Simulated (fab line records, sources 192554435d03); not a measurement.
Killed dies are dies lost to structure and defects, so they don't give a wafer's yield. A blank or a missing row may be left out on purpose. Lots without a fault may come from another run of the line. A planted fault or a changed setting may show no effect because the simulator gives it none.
A struck lot beside a sound one | flow n5_finfet | 22 steps out of a route of 1938
Sound: wafers L638.1, L638.2, L638.3. Struck: wafers L631.2, L631.4, L631.5. The cause comes at the end.
At each step with rows: each side's tool, then ch and its chambers, then its first start. Under that, the readings that differ: sound wafers | struck wafers | difference of the means | sigmas: that difference in standard deviations of wafers without a fault.
alike: readings whose means differ by less than 2 such deviations, and words and numbers that are the same on both sides. not compared: withheld readings, readings that some wafer has no value for, bounds like >300 that may hide the same value, and numbers for which the record gives no deviation and whose values overlap.
The two part at a step that has a row with sigmas, a row that says differs or no value, or rows on one side only. Numbers that don't overlap but have no deviation are shown without sigmas and don't part them. A reading that every wafer of one side lacks parts them only if that side has two wafers or more.

first, 9 steps without rows for these wafers: N5_BEOL_M10_SOFTBAKE_06 (time 60 s); N5_BEOL_M10_EXPOSE_08 (exposes mask M10); N5_BEOL_M10_PEB_09 (peb time 60 s); N5_BEOL_M10_DEVELOP_10 (develop time 30 s); N5_BEOL_M10_DESCUM_16 (chemistry O2, time 7.9 s); N5_BEOL_M10_ETCH_61 (etches SiARC in CF4, target depth 39 nm, time 65 s); N5_BEOL_M10_ETCH_62 (etches SOC in N2/H2, target depth 110 nm, overetch 22 nm, time 165 s); N5_BEOL_M10_STRIP_68 (strips in N2/H2); N5_BEOL_M10_STRIP_67 (strips in CF4).
N5_BEOL_M10_HM_OPEN_17: chemistry Cl2/BCl3, target TiN, target depth 20 nm, overetch 6 nm.
  sound on rie_metal-02 ch 0,1, day 15 03:41; struck on rie_metal-03 ch 0,1, day 13 13:52
  alike: chamber_pressure_mTorr, drypump_motor_current_A, oes_ar_750_au, oes_product_au, throttle_valve_pct
  not compared: rf_hours_counter_h
then, 9 steps without rows for these wafers: N5_BEOL_M10_STRIP_19 (strips in O2); N5_BEOL_M10_COAT_63 (time 60 s, resist thk 100 nm); N5_BEOL_M10_COAT_64 (time 60 s, resist thk 30 nm); N5_BEOL_M10_COAT_22 (resist thk 90 nm); N5_BEOL_M10_EBR_24; N5_BEOL_M10_SOFTBAKE_23 (time 60 s); N5_BEOL_M10_EXPOSE_25 (exposes mask V9); N5_BEOL_M10_PEB_26 (peb time 60 s); N5_BEOL_M10_DEVELOP_27 (develop time 30 s).
N5_BEOL_M10_INSPECT_30: inspects for defects (brightfield).
  sound on defect_inspect-02, day 15 04:20; struck on defect_inspect-02, day 13 14:59
  reading          | sound       | struck         | difference | sigmas
  raw_defect_count | 332 322 575 | 1050 1086 1082 | +663       | +8
then, 1 step without rows for these wafers: N5_BEOL_M10_DESCUM_33 (chemistry O2, time 7.9 s).
-- the record jumps here: 2 days lie between the struck wafers' starts before and after (it left off in module BEOL_M10 and takes up again in module PASSIVATION, whose first step shown is number 1936 of the route) --
N5_PASSIVATION_PROBE_49:
  the record has rows for the struck wafers here (prober-01, day 16 00:17) and none for the sound ones

WHERE THEY PART
First at N5_BEOL_M10_INSPECT_30; last, within this record, at N5_PASSIVATION_PROBE_49.

WHY: what the simulator had put in
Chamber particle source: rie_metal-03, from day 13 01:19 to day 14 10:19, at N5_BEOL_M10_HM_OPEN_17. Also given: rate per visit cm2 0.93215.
